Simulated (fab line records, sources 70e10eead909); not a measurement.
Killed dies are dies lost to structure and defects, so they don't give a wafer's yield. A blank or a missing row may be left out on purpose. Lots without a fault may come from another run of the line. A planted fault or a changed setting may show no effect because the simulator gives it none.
A struck lot beside a sound one | flow nand_harc | 13 steps out of a route of 1302
Sound: wafers L531.3, L531.4, L531.6. Struck: wafers L544.2, L544.4, L544.5. The cause comes at the end.
At each step with rows: each side's tool, then ch and its chambers, then its first start. Under that, the readings that differ: sound wafers | struck wafers | difference of the means | sigmas: that difference in standard deviations of wafers without a fault.
alike: readings whose means differ by less than 2 such deviations, and words and numbers that are the same on both sides. not compared: withheld readings, readings that some wafer has no value for, bounds like >300 that may hide the same value, and numbers for which the record gives no deviation and whose values overlap.
The two part at a step that has a row with sigmas, a row that says differs or no value, or rows on one side only. Numbers that don't overlap but have no deviation are shown without sigmas and don't part them. A reading that every wafer of one side lacks parts them only if that side has two wafers or more.

first, 3 steps without rows for these wafers: NHARC_A_STAIRCASE_TRIM_224 (chemistry O2, time 211.2 s); NHARC_A_STAIRCASE_ETCH_225 (etches the open film in C4F8/O2, target depth 100 nm, time 40.5 s); NHARC_A_STAIRCASE_TRIM_226 (chemistry O2, time 211.2 s).
NHARC_A_STAIRCASE_ETCH_227: etches the open film in C4F8/O2, target depth 100 nm, time 40.5 s.
  sound on rie_diel-04 ch 0,2,3; struck on rie_diel-10 ch 0,2,3
  alike: bias_w, chamber_pressure_mTorr, oes_product_au, rf_fwd_power_W, rf_vpp_V
  not compared: rf_hours_counter_h
NHARC_A_STAIRCASE_TRIM_229: chemistry O2, time 211.2 s.
  sound on rie_diel-04 ch 1,2,3, day 16 11:31; struck on rie_diel-10 ch 0,1,3, day 21 21:12
  alike: drypump_motor_current_A, oes_product_au, rf_vpp_V, showerhead_plenum_p_Torr, throttle_valve_pct
  not compared: rf_hours_counter_h
then, 3 steps without rows for these wafers: NHARC_A_STAIRCASE_ETCH_230 (etches the open film in C4F8/O2, target depth 100 nm, time 40.5 s); NHARC_A_STAIRCASE_TRIM_231 (chemistry O2, time 211.2 s); NHARC_A_STAIRCASE_ETCH_232 (etches the open film in C4F8/O2, target depth 100 nm, time 40.5 s).
NHARC_A_STAIRCASE_TRIM_233: chemistry O2, time 211.2 s.
  sound on rie_diel-04 ch 1,3; struck on rie_diel-10 ch 0,1
  alike: drypump_motor_current_A, oes_product_au, rf_vpp_V, showerhead_plenum_p_Torr, throttle_valve_pct
  not compared: rf_hours_counter_h
NHARC_A_STAIRCASE_ETCH_234: etches the open film in C4F8/O2, target depth 100 nm, time 40.5 s.
  sound on rie_diel-04 ch 0,3; struck on rie_diel-10 ch 1,2,3
  alike: bias_w, chamber_pressure_mTorr, oes_product_au, rf_fwd_power_W, rf_vpp_V
  not compared: rf_hours_counter_h
NHARC_A_STAIRCASE_TRIM_235: chemistry O2, time 211.2 s.
  sound on rie_diel-04 ch 1,2,3; struck on rie_diel-10 ch 0,3
  alike: drypump_motor_current_A, oes_product_au, rf_vpp_V, showerhead_plenum_p_Torr, throttle_valve_pct
  not compared: rf_hours_counter_h
NHARC_A_STAIRCASE_ETCH_236: etches the open film in C4F8/O2, target depth 100 nm, time 40.5 s.
  sound on rie_diel-04 ch 0,1,2, day 16 12:22; struck on rie_diel-10 ch 1,2,3, day 22 01:25
  no value came back on the struck wafers for any of 5 readings (bias_w (W), chamber_pressure_mTorr (mTorr) and others); on the sound wafers bias_w (W) reads 995.8 1003.4 998.7
  not compared: rf_hours_counter_h
-- the record jumps here: 8 days lie between the struck wafers' starts before and after (it left off in module A_STAIRCASE and takes up again in module END, whose first step shown is number 1302 of the route) --
NHARC_END_SORT_01:
  the record has rows for the struck wafers here (prober-02 ch 0, day 30 02:45) and none for the sound ones

WHERE THEY PART
First at NHARC_A_STAIRCASE_ETCH_236; last, within this record, at NHARC_END_SORT_01.

WHY: what the simulator had put in
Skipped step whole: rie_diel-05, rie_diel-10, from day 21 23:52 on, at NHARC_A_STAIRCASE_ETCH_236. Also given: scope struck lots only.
